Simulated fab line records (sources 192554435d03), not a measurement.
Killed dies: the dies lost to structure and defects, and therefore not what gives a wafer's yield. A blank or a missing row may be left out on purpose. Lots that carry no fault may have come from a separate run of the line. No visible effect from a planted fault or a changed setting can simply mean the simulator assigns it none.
Lot-split experiment / flow n5_finfet / 7 lots, 21 wafers read, on a route of 1938 steps

== THE SPLIT ITSELF ==
At N5_BEOL_M2_ILD_DEP_00 (deposits SiOC from DEMS/O2, target thk 79 nm, time 15.3 s), the setting time_s was moved away from the recipe's 15.3 s on 4 of the 21 wafers read, by -15.0% to +6.9%. This setting was run at the recipe's value on the other wafers.

The file shows no step between the split and the reading.

== THE READING ==
M2_ILD_THK, in nm, at N5_BEOL_M2_THK_MEAS_01. Typical for fault-free wafers on this fab line: 79.2 nm, with standard deviation 1.1 nm.

wafer=L078.4; tool, chamber at the split=pecvd-02, 2; time_s as run, s=15.3; against the recipe=recipe; M2_ILD_THK, nm=80.3; against lot-mates on the recipe=-
wafer=L078.5; tool, chamber at the split=pecvd-02, 0; time_s as run, s=15.3; against the recipe=recipe; M2_ILD_THK, nm=79.3; against lot-mates on the recipe=-
wafer=L078.6; tool, chamber at the split=pecvd-02, 1; time_s as run, s=15.3; against the recipe=recipe; M2_ILD_THK, nm=78.8; against lot-mates on the recipe=-
wafer=L080.1; tool, chamber at the split=pecvd-04, 0; time_s as run, s=15.3; against the recipe=recipe; M2_ILD_THK, nm=77.0; against lot-mates on the recipe=-
wafer=L080.2; tool, chamber at the split=pecvd-04, 1; time_s as run, s=15.3; against the recipe=recipe; M2_ILD_THK, nm=77.7; against lot-mates on the recipe=-
wafer=L080.6; tool, chamber at the split=pecvd-04, 1; time_s as run, s=15.3; against the recipe=recipe; M2_ILD_THK, nm=79.3; against lot-mates on the recipe=-
wafer=L081.1; tool, chamber at the split=pecvd-02, 2; time_s as run, s=16.36; against the recipe=+6.9%; M2_ILD_THK, nm=85.5; against lot-mates on the recipe=+6.0
wafer=L081.3; tool, chamber at the split=pecvd-02, 0; time_s as run, s=15.3; against the recipe=recipe; M2_ILD_THK, nm=79.4; against lot-mates on the recipe=-
wafer=L081.5; tool, chamber at the split=pecvd-02, 0; time_s as run, s=15.3; against the recipe=recipe; M2_ILD_THK, nm=79.6; against lot-mates on the recipe=-
wafer=L083.1; tool, chamber at the split=pecvd-02, 0; time_s as run, s=15.3; against the recipe=recipe; M2_ILD_THK, nm=77.9; against lot-mates on the recipe=-
wafer=L083.2; tool, chamber at the split=pecvd-02, 1; time_s as run, s=15.3; against the recipe=recipe; M2_ILD_THK, nm=78.0; against lot-mates on the recipe=-
wafer=L083.4; tool, chamber at the split=pecvd-02, 1; time_s as run, s=14.19; against the recipe=-7.3%; M2_ILD_THK, nm=73.2; against lot-mates on the recipe=-4.8
wafer=L084.2; tool, chamber at the split=pecvd-03, 1; time_s as run, s=15.3; against the recipe=recipe; M2_ILD_THK, nm=78.5; against lot-mates on the recipe=-
wafer=L084.5; tool, chamber at the split=pecvd-03, 1; time_s as run, s=15.3; against the recipe=recipe; M2_ILD_THK, nm=79.2; against lot-mates on the recipe=-
wafer=L084.6; tool, chamber at the split=pecvd-03, 0; time_s as run, s=15.3; against the recipe=recipe; M2_ILD_THK, nm=80.8; against lot-mates on the recipe=-
wafer=L088.1; tool, chamber at the split=pecvd-02, 1; time_s as run, s=15.3; against the recipe=recipe; M2_ILD_THK, nm=79.4; against lot-mates on the recipe=-
wafer=L088.3; tool, chamber at the split=pecvd-02, 2; time_s as run, s=15.3; against the recipe=recipe; M2_ILD_THK, nm=80.1; against lot-mates on the recipe=-
wafer=L088.4; tool, chamber at the split=pecvd-02, 2; time_s as run, s=15.3; against the recipe=recipe; M2_ILD_THK, nm=81.7; against lot-mates on the recipe=-
wafer=L091.1; tool, chamber at the split=pecvd-02, 1; time_s as run, s=13.01; against the recipe=-15.0%; M2_ILD_THK, nm=65.5; against lot-mates on the recipe=-14.6
wafer=L091.4; tool, chamber at the split=pecvd-02, 2; time_s as run, s=13.01; against the recipe=-15.0%; M2_ILD_THK, nm=68.1; against lot-mates on the recipe=-12.0
wafer=L091.6; tool, chamber at the split=pecvd-02, 0; time_s as run, s=15.3; against the recipe=recipe; M2_ILD_THK, nm=80.1; against lot-mates on the recipe=-

THE FIT
A straight line over all 21 wafers: M2_ILD_THK changes by +0.84 nm for each +1% of time_s; r = +0.96; the points scatter about the line by 1.2 nm.
The same after taking each lot's own level away (the mean of its wafers on the recipe; 21 wafers): +0.866 nm for each +1%; r = +0.98; scatter 0.9 nm.
On that fit, the largest move of time_s shifts the reading by 13 nm.
Measured against the standard deviation above, the lots' own levels, which go from 77.95 to 80.40 nm, span 2.2 times it.
The two slopes are in agreement: the lot-to-lot level therefore moves the slope only a little.
Check: for one of the wafers moved furthest among these (-15.0%), held out of the fit, the line's prediction against its lot-mates is -11.8 nm. It came out at -14.6 nm against them.

== THESE WAFERS: OTHER SPLITS ==
These wafers also went through other splits before the reading. Each is held against what the fit with the lots' levels taken away leaves over:
other split on the same wafers=N5_BEOL_M0_SAQP_PECVD_04 time_s; wafers away from the commonest value=4; r with M2_ILD_THK (lot level and that fit taken away)=-0.02
other split on the same wafers=N5_BEOL_M0_SAQP_ETCH_107 bias_w; wafers away from the commonest value=12; r with M2_ILD_THK (lot level and that fit taken away)=+0.01
other split on the same wafers=N5_BEOL_M0_SAQP_SPACER2_ALD_26 target_thk_a; wafers away from the commonest value=7; r with M2_ILD_THK (lot level and that fit taken away)=+0.06
other split on the same wafers=N5_BEOL_M0_ETCH_138 source_w; wafers away from the commonest value=9; r with M2_ILD_THK (lot level and that fit taken away)=-0.05
other split on the same wafers=N5_BEOL_M1_ETCH_64 source_w; wafers away from the commonest value=3; r with M2_ILD_THK (lot level and that fit taken away)=+0.18

== THE WHOLE CHAIN: every reading that the file lists as answering this split, in the file's order ==
step=N5_BEOL_M2_ILD_DEP_00; what it does=deposits SiOC from DEMS/O2, target thk 79 nm, time 15.3 s; reading=SiOC_of_BEOL_M2_ILD_DEP_00.thk_nm (the simulator's own value, which no gauge read); change (the file's fit)=+0.839 nm for each +1% of the setting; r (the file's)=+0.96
step=N5_BEOL_M2_THK_MEAS_01; what it does=; reading=M2_ILD_THK; change (the file's fit)=+0.844 for each +1% of the setting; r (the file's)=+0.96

== FILE'S OWN FIT ==
M2_ILD_THK changes by +0.844 nm for each +1% of time_s, r = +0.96.
